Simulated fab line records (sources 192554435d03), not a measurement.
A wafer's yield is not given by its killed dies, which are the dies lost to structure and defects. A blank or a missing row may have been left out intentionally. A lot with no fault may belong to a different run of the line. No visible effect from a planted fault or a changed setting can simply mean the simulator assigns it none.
fab line records    flow n5Finfet
record lots=6  wafers=18  lastDay=18
route steps=1938 shown BEOL_M2@872 BEOL_M4@1111
lots with no fault: from the same line, run without faults
startH: hours from the record's first day to the start of the lot's first wafer shown    waitH: how many hours have passed since the lot's step before this one    " unchanged from the row above    L1.1+2: a single row standing in for several wafers    - no value, or no start was given    * or withheld: withheld    < > ~ a bound
route shown NAME@n: names a module that has steps shown in the file, with the first one's number in the route    usual: mean and standard deviation over wafers with no fault    same: alike in all rows    chamber/n: place in a boat    sites: the reading at each site    _std_site: the standard deviation of these    _edge_site: inner sites' mean taken away from outer sites' mean    radiusMm: how far each site lies from the wafer's centre    mask NAME#n: copy n    behind: the most recent tool/chamber to have shaped the wafer    hold: why the lot went on hold/how many hours it stayed there/how the hold came to an end    device: the n, p or np transistor that did not switch    end of line: the route-end tests of the same wafers    a step given without rows: its recipe and nothing more    killed: dies that structure and defects cost at the first sort, which is not the same as the wafer's yield    map: shows each die of a wafer: x if killed, . if not, _ if none is there
set.NAME: setting as actually run; set.NAME@STEP: the setting as run at that earlier step    model.NAME: the simulator's own value behind a step, which no gauge read
lots at some steps of the route; a table a step, a row a wafer
services: the hour from which a tool's chamber was out of use, counted from the record's first day as startH (under 0 if before that day), plus the number of hours and why
## steps
# step N5_BEOL_M2_SOFTBAKE_23
# recipe tempC=110  timeS=60  resist=CAR-EUV
# step N5_BEOL_M2_EXPOSE_25
# recipe maskId=V1  na=0.33  sourceShape=quasar  sigmaInner=0.2  sigmaOuter=0.8  polarization=unpolarized  defocusNm=5  doseMj=63
# step N5_BEOL_M2_PEB_26
# recipe pebTempC=100  pebTimeS=60  resist=CAR-EUV
# step N5_BEOL_M2_DEVELOP_27
# recipe developTimeS=30  developer=TMAH  resist=CAR-EUV  rinseLiquid=surfactantRinse  dry=airSpin  devTempC=23
# step N5_BEOL_M2_CD_MEAS_28
# recipe targetCdNm=26.2  landingEnergyEv=500  detector=seInlens  targetCdYNm=24.1  polarity=opening
# usual cdNm=26.17/0.21
lot.wafer  tool      chamber  startH  waitH  cdNm
L502.1     cdSem-01  0        159.04  -      26.39
L502.3     "         0        "       "      26.17
L502.5     "         0        "       "      26.18
L506.1     cdSem-01  0        174.41  -      26.05
L506.2     "         0        "       "      26.26
L506.5     "         0        "       "      26.14
L518.1     cdSem-02  0        246.79  -      26.37
L518.2     "         0        "       "      25.94
L518.4     "         0        "       "      25.99
L520.3     cdSem-03  0        267.72  -      26.26
L520.5     "         0        "       "      26.27
L520.6     "         0        "       "      26.37
L521.3     cdSem-01  0        269.15  -      25.80
L521.4     "         0        "       "      26.06
L521.6     "         0        "       "      25.88
L522.1     cdSem-03  0        272.71  -      26.22
L522.5     "         0        "       "      25.98
L522.6     "         0        "       "      25.73
# step N5_BEOL_M2_OVL_MEAS_29
# recipe pointsPerWafer=522
# usual V1_OVL=0.0/0.61
lot.wafer  tool        chamber  startH  waitH  V1_OVL[nm]
L502.1     overlay-02  0        159.07  0.0    0.6
L502.3     "           0        "       "      0.8
L502.5     "           0        "       "      0.3
L506.1     overlay-02  0        174.44  0.0    -0.6
L506.2     "           0        "       "      -0.5
L506.5     "           0        "       "      -0.6
L518.1     overlay-01  0        246.82  0.0    0.1
L518.2     "           0        "       "      0.4
L518.4     "           0        "       "      -0.1
L520.3     overlay-01  0        267.76  0.0    -0.5
L520.5     "           0        "       "      -0.8
L520.6     "           0        "       "      0.0
L521.3     overlay-02  0        269.19  0.0    -0.7
L521.4     "           0        "       "      -0.3
L521.6     "           0        "       "      -0.3
L522.1     overlay-02  0        272.74  0.0    -0.5
L522.5     "           0        "       "      -0.8
L522.6     "           0        "       "      -1.5
# step N5_BEOL_M2_INSPECT_30
# recipe mode=adi  inspectInstrument=brightfield
# usual rawDefectCount=410/100
lot.wafer  tool              chamber  startH  waitH  rawDefectCount
L502.1     defectInspect-02  -        159.13  0.1    321
L502.3     "                 -        "       "      336
L502.5     "                 -        "       "      364
L506.1     defectInspect-02  -        174.50  0.1    410
L506.2     "                 -        "       "      514
L506.5     "                 -        "       "      527
L518.1     defectInspect-02  -        246.88  0.1    331
L518.2     "                 -        "       "      316
L518.4     "                 -        "       "      261
L520.3     defectInspect-02  -        267.81  0.0    398
L520.5     "                 -        "       "      390
L520.6     "                 -        "       "      385
L521.3     defectInspect-01  -        269.24  0.0    381
L521.4     "                 -        "       "      388
L521.6     "                 -        "       "      391
L522.1     defectInspect-01  -        272.79  0.1    453
L522.5     "                 -        "       "      894
L522.6     "                 -        "       "      910
# step N5_BEOL_M2_DESCUM_33
# recipe chemistry=O2  timeS=7  sourcePowerW=50  biasPowerW=20  pressureMtorr=20  rfFrequencyHz=2.712e+07  tempC=40  resist=CAR-EUV  o2FlowSccm=225
# usual drypumpMotorCurrentA=5.5/0.48  oesProductAu=0.79/0.065  rfVppV=243.6/1.4  showerheadPlenumPTorr=2.13/0.068  throttleValvePct=20.56/0.19
lot.wafer  tool        chamber  startH  waitH  drypumpMotorCurrentA  oesProductAu  rfHoursCounterH  rfVppV  showerheadPlenumPTorr  throttleValvePct
L502.1     rieDiel-05  3        159.16  0.0    4.7                   0.85          55               244.8   2.22                   20.52
L502.3     "           1        "       "      5.6                   0.86          66               241.9   2.04                   20.42
L502.5     "           1        "       "      5.6                   0.86          -                243.4   2.04                   20.41
L506.1     rieDiel-03  3        174.53  0.0    6.3                   0.68          235              241.6   2.00                   20.81
L506.2     "           0        "       "      5.7                   0.75          141              244.0   2.18                   20.45
L506.5     "           1        "       "      5.2                   0.81          -                243.0   2.12                   20.49
L518.1     rieDiel-03  3        246.92  0.0    6.3                   0.99          5                245.7   2.25                   20.47
L518.2     "           0        "       "      5.7                   0.73          170              243.8   2.17                   20.48
L518.4     "           1        "       "      5.2                   0.78          141              242.7   2.11                   20.54
L520.3     rieDiel-01  1        267.84  0.0    5.2                   0.83          74               245.2   2.13                   20.53
L520.5     "           1        "       "      5.2                   0.83          -                244.0   2.13                   20.55
L520.6     "           0        "       "      6.4                   0.79          -                242.0   2.09                   20.20
L521.3     rieDiel-01  2        269.27  0.0    5.0                   0.71          207              243.1   2.18                   20.84
L521.4     "           3        "       "      5.3                   0.69          215              243.6   2.14                   20.37
L521.6     "           0        "       "      6.3                   0.79          -                243.0   2.09                   20.19
L522.1     rieDiel-03  1        273.04  0.2    5.2                   0.77          150              242.3   2.11                   20.57
L522.5     "           3        "       "      6.3                   0.94          -                245.7   2.25                   20.51
L522.6     "           0        "       "      5.7                   0.72          -                245.5   2.16                   20.49
# step N5_BEOL_M2_ETCH_77
# recipe chemistry=N2/H2  target=underlayer  targetDepthA=65  maskMaterial=CAR-EUV  timeS=5.2  ionEnergyEv=200  pressureMtorr=30  sourceW=840  biasW=150  n2FlowSccm=200  h2FlowSccm=200  ends=cleared
# usual drypumpMotorCurrentA=5.5/0.49  etchRfOnTimeS=5.18/0.16  oesProductAu=0.67/0.054  rfVppV=524.8/2.6  showerheadPlenumPTorr=2.59/0.087  throttleValvePct=17.97/0.1
lot.wafer  tool        chamber  startH  waitH  drypumpMotorCurrentA  etchRfOnTimeS  oesProductAu  rfHoursCounterH  rfVppV  showerheadPlenumPTorr  throttleValvePct
L502.1     rieDiel-05  3        159.20  0.0    4.7                   5.42           0.71          55               526.8   2.69                   17.86
L502.3     "           1        "       "      5.7                   5.21           0.73          66               522.8   2.49                   18.01
L502.5     "           1        "       "      5.6                   5.16           0.74          -                521.6   2.48                   17.98
L506.1     rieDiel-03  3        174.57  0.0    6.3                   5.13           0.58          235              516.7   2.41                   18.17
L506.2     "           0        "       "      5.6                   5.16           0.65          141              527.0   2.67                   17.98
L506.5     "           1        "       "      5.3                   5.30           0.67          -                522.0   2.57                   17.94
L518.1     rieDiel-03  3        246.95  0.0    6.3                   5.02           0.86          5                526.5   2.73                   17.83
L518.2     "           0        "       "      5.7                   5.08           0.63          170              526.5   2.65                   18.01
L518.4     "           1        "       "      5.2                   5.35           0.66          141              524.2   2.56                   17.99
L520.3     rieDiel-01  1        267.88  0.0    5.2                   5.16           0.71          74               525.4   2.58                   17.81
L520.5     "           1        "       "      5.3                   5.18           0.71          -                524.0   2.58                   17.81
L520.6     "           0        "       "      6.4                   5.36           0.66          -                523.7   2.57                   17.85
L521.3     rieDiel-01  2        269.31  0.0    5.0                   5.18           0.61          207              527.7   2.60                   18.00
L521.4     "           3        "       "      5.3                   5.12           0.60          215              525.6   2.62                   17.90
L521.6     "           0        "       "      6.4                   5.35           0.66          -                525.9   2.57                   17.84
L522.1     rieDiel-03  1        273.07  0.0    5.2                   5.25           0.66          150              522.3   2.56                   18.02
L522.5     "           3        "       "      6.3                   4.98           0.83          -                529.4   2.72                   17.85
L522.6     "           0        "       "      5.7                   5.06           0.62          -                526.0   2.65                   18.05
# step N5_BEOL_M2_ETCH_69
# recipe chemistry=CF4  target=SiARC  targetDepthA=156  maskMaterial=CAR-EUV  timeS=26  ionEnergyEv=80  pressureMtorr=40  sourceW=545  biasW=36  Ar_flow_sccm=100  cf4FlowSccm=100  ends=cleared
# usual cf4FlowSccm=100.0/0.34  drypumpMotorCurrentA=5.5/0.48  etchRfOnTimeS=25.9/0.73  oesProductAu=0.68/0.054  rfVppV=184.5/1.1  showerheadPlenumPTorr=2.18/0.071  throttleValvePct=15.69/0.17
lot.wafer  tool        chamber  startH  waitH  cf4FlowSccm  drypumpMotorCurrentA  etchRfOnTimeS  oesProductAu  rfHoursCounterH  rfVppV  showerheadPlenumPTorr  throttleValvePct
L502.1     rieDiel-05  3        159.21  0.0    100.0        4.6                   26.7           0.71          55               185.9   2.27                   15.66
L502.3     "           1        "       "      99.5         5.7                   25.3           0.74          66               182.8   2.08                   15.47
L502.5     "           1        "       "      100.1        5.6                   25.1           0.74          -                184.9   2.08                   15.48
L506.1     rieDiel-03  3        174.59  0.0    99.7         6.3                   25.7           0.59          235              182.4   2.05                   16.00
L506.2     "           0        "       "      100.5        5.6                   25.3           0.65          141              185.6   2.22                   15.60
L506.5     "           1        "       "      99.6         5.2                   26.3           0.69          -                183.4   2.15                   15.58
L518.1     rieDiel-03  3        246.97  0.0    99.6         6.3                   24.8           0.87          5                186.4   2.30                   15.56
L518.2     "           0        "       "      100.0        5.7                   25.3           0.64          170              184.7   2.21                   15.67
L518.4     "           1        "       "      100.1        5.2                   26.4           0.66          141              183.5   2.14                   15.62
L520.3     rieDiel-01  1        267.89  0.0    99.9         5.2                   25.8           0.71          74               185.2   2.15                   15.49
L520.5     "           1        "       "      100.3        5.2                   25.8           0.71          -                184.5   2.15                   15.51
L520.6     "           0        "       "      99.5         6.4                   26.6           0.66          -                182.9   2.15                   15.47
L521.3     rieDiel-01  2        269.32  0.0    99.8         4.9                   25.7           0.61          207              184.9   2.21                   15.95
L521.4     "           3        "       "      100.5        5.3                   25.7           0.59          215              185.3   2.21                   15.75
L521.6     "           0        "       "      100.1        6.4                   26.4           0.67          -                184.7   2.15                   15.46
L522.1     rieDiel-03  1        273.09  0.0    99.6         5.2                   26.5           0.66          150              184.7   2.14                   15.65
L522.5     "           3        "       "      100.3        6.4                   25.2           0.81          -                186.2   2.29                   15.59
L522.6     "           0        "       "      100.5        5.7                   25.6           0.63          -                185.1   2.21                   15.68
# step N5_BEOL_M2_ALD_98
# recipe material=SiO2  targetThkA=25  tempC=100  aldPrecursorFamily=BDEAS  aldCoReactant=O2-plasma  pulseTimeS=1  coReactantPulseTimeS=1  purgeTimeS=2  coReactantPurgeTimeS=2  aldCycles=17  pressureTorr=2
# usual heaterPowerW=79/8.3  precursorPulseHeightRel=1.004/0.019
lot.wafer  tool       chamber  startH  waitH  heaterPowerW  precursorPulseHeightRel
L502.1     aldSin-04  2        159.30  0.1    97            0.997
L502.3     "          0        "       "      89            0.992
L502.5     "          2        "       "      93            1.000
L506.1     aldSin-03  1        174.67  0.1    76            0.975
L506.2     "          2        "       "      65            0.982
L506.5     "          0        "       "      76            1.005
L518.1     aldSin-01  0        247.05  0.1    75            0.996
L518.2     "          1        "       "      79            1.009
L518.4     "          3        "       "      70            1.010
L520.3     aldSin-01  0        268.72  0.8    73            1.007
L520.5     "          0        "       "      74            1.012
L520.6     "          3        "       "      71            1.014
L521.3     aldSin-04  2        269.45  0.1    93            1.013
L521.4     "          3        "       "      86            1.045
L521.6     "          3        "       "      87            1.007
L522.1     aldSin-03  0        273.17  0.1    78            0.988
L522.5     "          1        "       "      76            0.969
L522.6     "          2        "       "      66            1.004
# step N5_BEOL_M2_ETCHBACK_99
# recipe chemistry=CHF3  target=SiO2  targetDepthA=50  timeS=10.4  sourceW=215  biasW=47  Ar_flow_sccm=200  CHF3_flow_sccm=12  ionEnergyEv=100  pressureMtorr=30
# usual CHF3_flow_sccm=12.00/0.037  drypumpMotorCurrentA=5.5/0.5  oesProductAu=0.79/0.068  rfVppV=242/5.3  showerheadPlenumPTorr=2.20/0.069  throttleValvePct=17.18/0.18
lot.wafer  tool        chamber  startH  waitH  CHF3_flow_sccm  drypumpMotorCurrentA  oesProductAu  rfHoursCounterH  rfVppV  showerheadPlenumPTorr  throttleValvePct
L502.1     rieDiel-03  1        163.48  4.1    11.98           5.2                   0.81          108              239     2.17                   17.04
L502.3     "           0        "       "      12.01           5.7                   0.77          138              241     2.23                   17.05
L502.5     "           2        "       "      12.00           5.3                   0.76          -                247     2.18                   17.45
L506.1     rieDiel-05  0        180.28  5.6    12.04           6.2                   0.82          77               234     2.09                   17.25
L506.2     "           3        "       "      11.98           4.6                   0.84          65               243     2.28                   17.14
L506.5     "           3        "       "      11.98           4.6                   0.83          -                242     2.28                   17.15
L518.1     rieDiel-03  3        257.83  10.7   12.02           6.3                   0.96          9                236     2.32                   17.10
L518.2     "           2        "       "      11.98           5.3                   0.74          150              251     2.17                   17.52
L518.4     "           0        "       "      12.01           5.7                   0.73          175              240     2.22                   17.10
L520.3     rieDiel-03  2        270.94  2.2    11.97           5.3                   0.74          154              247     2.17                   17.50
L520.5     "           2        "       "      12.03           5.3                   0.73          -                249     2.17                   17.50
L520.6     "           3        "       "      11.99           6.3                   0.96          -                235     2.32                   17.13
L521.3     rieDiel-01  2        276.67  7.2    11.99           5.0                   0.71          210              243     2.22                   17.40
L521.4     "           3        "       "      12.05           5.4                   0.70          218              247     2.22                   17.18
L521.6     "           0        "       "      12.05           6.4                   0.78          -                243     2.16                   16.94
L522.1     rieDiel-01  2        277.04  3.8    11.98           5.0                   0.71          210              244     2.22                   17.41
L522.5     "           2        "       "      12.00           4.9                   0.71          -                244     2.22                   17.39
L522.6     "           3        "       "      12.05           5.3                   0.69          -                246     2.23                   17.18
# step N5_BEOL_M2_ETCH_70
# recipe chemistry=N2/H2  target=SOC  targetDepthA=800  overetchA=240  maskMaterial=SiARC  tempC=40  timeS=130  ionEnergyEv=200  pressureMtorr=30  sourceW=840  biasW=150  n2FlowSccm=200  h2FlowSccm=200
# usual drypumpMotorCurrentA=5.5/0.51  oesProductAu=0.58/0.048  rfVppV=525.2/2.5  runLengthS=153.3/0.47  showerheadPlenumPTorr=2.59/0.082  throttleValvePct=17.92/0.11
lot.wafer  tool        chamber  startH  waitH  drypumpMotorCurrentA  oesProductAu  rfHoursCounterH  rfVppV  runLengthS  showerheadPlenumPTorr  throttleValvePct  model.SiARC_of_BEOL_M2_COAT_68.thkNm
L502.1     rieDiel-03  1        163.51  0.0    5.2                   0.60          108              524.4   152.7       2.57                   17.91             6
L502.3     "           0        "       "      5.7                   0.56          138              527.0   153.5       2.67                   17.92             5.8
L502.5     "           2        "       "      5.4                   0.57          -                524.4   153.3       2.55                   18.00             5.8
L506.1     rieDiel-05  0        180.32  0.0    6.2                   0.62          77               522.0   153.1       2.46                   17.91             6.2
L506.2     "           3        "       "      4.6                   0.62          65               528.4   154.2       2.68                   17.84             6
L506.5     "           3        "       "      4.6                   0.63          -                527.8   153.4       2.68                   17.84             6
L518.1     rieDiel-03  3        257.87  0.0    6.4                   0.70          9                530.6   153.0       2.73                   17.78             5.8
L518.2     "           2        "       "      5.3                   0.53          150              525.2   169.0       2.53                   18.06             5
L518.4     "           0        "       "      5.7                   0.51          175              528.9   169.4       2.65                   18.00             5
L520.3     rieDiel-03  2        270.97  0.0    5.3                   0.51          155              525.4   168.8       2.53                   18.08             5
L520.5     "           2        "       "      5.3                   0.55          -                521.6   153.6       2.53                   18.08             5.6
L520.6     "           3        "       "      6.3                   0.70          -                528.0   153.1       2.72                   17.78             5.8
L521.3     rieDiel-01  2        276.71  0.0    4.9                   0.52          210              526.6   153.5       2.60                   17.99             5.8
L521.4     "           3        "       "      5.4                   0.50          218              526.1   152.8       2.62                   17.87             5.8
L521.6     "           0        "       "      6.4                   0.58          -                524.9   153.2       2.57                   17.81             6
L522.1     rieDiel-01  2        277.07  0.0    4.9                   0.52          210              526.8   154.1       2.60                   18.00             5.8
L522.5     "           2        "       "      5.0                   0.52          -                525.6   154.1       2.60                   17.96             5.8
L522.6     "           3        "       "      5.3                   0.51          -                525.6   152.9       2.62                   17.88             5.8
# step N5_BEOL_M2_STRIP_71
# recipe chemistry=N2/H2  tempC=40  n2FlowSccm=200  h2FlowSccm=200  rfFrequencyHz=6e+07
# step N5_BEOL_M4_RC_MEAS_101
# usual DIBL_N=37.1/1.8  DIBL_P=37.2/2.1  IOFF_N=0.17/0.033  IOFF_P=0.22/0.037  ION_N=680/11  ION_P=464/7.7  SS_N=71.7/0.63  SS_P=73.6/0.67  VT_N=248.9/2.9  VT_P=-251/3.6
lot.wafer  tool       chamber  startH  waitH  DIBL_N[mV/V]  DIBL_P[mV/V]  IOFF_N[nA/um]  IOFF_P[nA/um]  ION_N[uA/um]  ION_P[uA/um]  SS_N[mV/dec]  SS_P[mV/dec]  VT_N[mV]  VT_P[mV]
L502.1     prober-02  0        193.53  0.0    35.8          37.5          0.18           0.26           710           487           71.3          73.6          244.3     -245
L502.3     "          0        "       "      33.9          34.4          0.13           0.21           663           463           71.1          73.0          250.9     -248
L502.5     "          0        "       "      34.7          35.0          0.15           0.21           691           473           71.5          72.8          249.8     -249
L506.1     prober-02  0        216.13  0.0    37.1          36.5          0.17           0.22           691           468           72.3          73.3          248.0     -251
L506.2     "          0        "       "      36.5          35.2          0.15           0.19           679           461           72.1          73.2          249.9     -254
L506.5     "          0        "       "      37.0          36.1          0.16           0.22           679           462           72.8          74.0          249.4     -248
L518.1     prober-01  0        285.70  0.0    39.7          38.9          0.21           0.24           684           457           72.8          74.4          250.0     -250
L518.2     "          0        "       "      34.7          34.4          0.12           0.18           661           459           70.8          72.4          250.6     -252
L518.4     "          0        "       "      36.2          35.0          0.14           0.19           683           474           70.9          72.2          253.6     -255
L520.3     prober-02  0        307.41  0.3    36.5          35.0          0.16           0.19           674           455           72.0          74.1          248.1     -251
L520.5     "          0        "       "      37.0          36.0          0.16           0.21           679           468           71.4          73.4          249.9     -253
L520.6     "          0        "       "      36.0          35.4          0.16           0.20           703           482           71.0          73.1          246.4     -251
L521.3     prober-02  0        314.13  0.3    39.4          38.1          0.22           0.26           678           463           74.0          73.9          247.7     -247
L521.4     "          0        "       "      38.0          37.7          0.18           0.25           673           465           71.8          73.8          247.5     -249
L521.6     "          0        "       "      36.4          34.0          0.15           0.19           665           461           72.2          73.7          253.1     -253
L522.1     prober-01  0        317.86  0.0    37.0          36.4          0.16           0.22           696           481           71.0          73.3          247.9     -249
L522.5     "          0        "       "      37.6          36.9          0.18           0.23           689           469           71.7          73.9          244.7     -251
L522.6     "          0        "       "      34.2          32.7          0.12           0.17           689           473           70.4          73.0          254.7     -254
## services
tool        chamber  startH  hours  kind
rieDiel-01  -        135.57  0.8    repair
rieDiel-05  1        148.75  2.2    repair
rieDiel-05  0        152.80  25.5   repair
rieDiel-05  1        160.48  5.4    repair
rieDiel-01  0        168.70  6.0    repair
aldSin-01   -        178.19  14.0   pm
aldSin-01   0        178.19  14.0   ventCycle
aldSin-01   1        178.19  14.0   ventCycle
aldSin-01   2        178.19  14.0   ventCycle
aldSin-03   -        202.41  6.0    pm
aldSin-03   -        213.12  1.4    repair
rieDiel-03  3        216.77  -      clean
rieDiel-03  3        216.77  -      consumableReplace:focusRing
rieDiel-03  3        216.77  -      consumableReplace:showerhead
rieDiel-03  3        216.77  18.6   scheduledDown
rieDiel-03  3        216.77  18.6   ventCycle
aldSin-04   0        216.77  4.9    repair
rieDiel-01  0        228.17  6.0    repair
rieDiel-01  -        238.12  15.6   pm
aldSin-03   -        254.56  0.3    repair
aldSin-01   -        255.16  6.1    pm
rieDiel-01  1        263.76  3.0    repair
aldSin-01   2        266.69  6.0    repair
rieDiel-05  1        270.84  14.1   repair
## key
firstSign step=N5_BEOL_M2_ETCH_70  reading=runLengthS  direction=up  sigmas=33  usual=*  struck=*
effect none on later readings
modelEffect step=N5_BEOL_M2_ETCH_70  value=SiARC_of_BEOL_M2_COAT_68.thkNm  without=5.733  struck=5
metAt N5_BEOL_M2_ETCH_70
struckWafers L518.2,L518.4,L520.3
onsetBetween 163.51 257.87
fault kind=processParameterDrift  tool=rieDiel-03  chamber=-  onsetH=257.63  steps=N5_BEOL_M2_ETCH_70  channel=timeS  offset=*  shape=step  endH=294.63  scope=struckWafersOnly  actsIn=*  stated=*
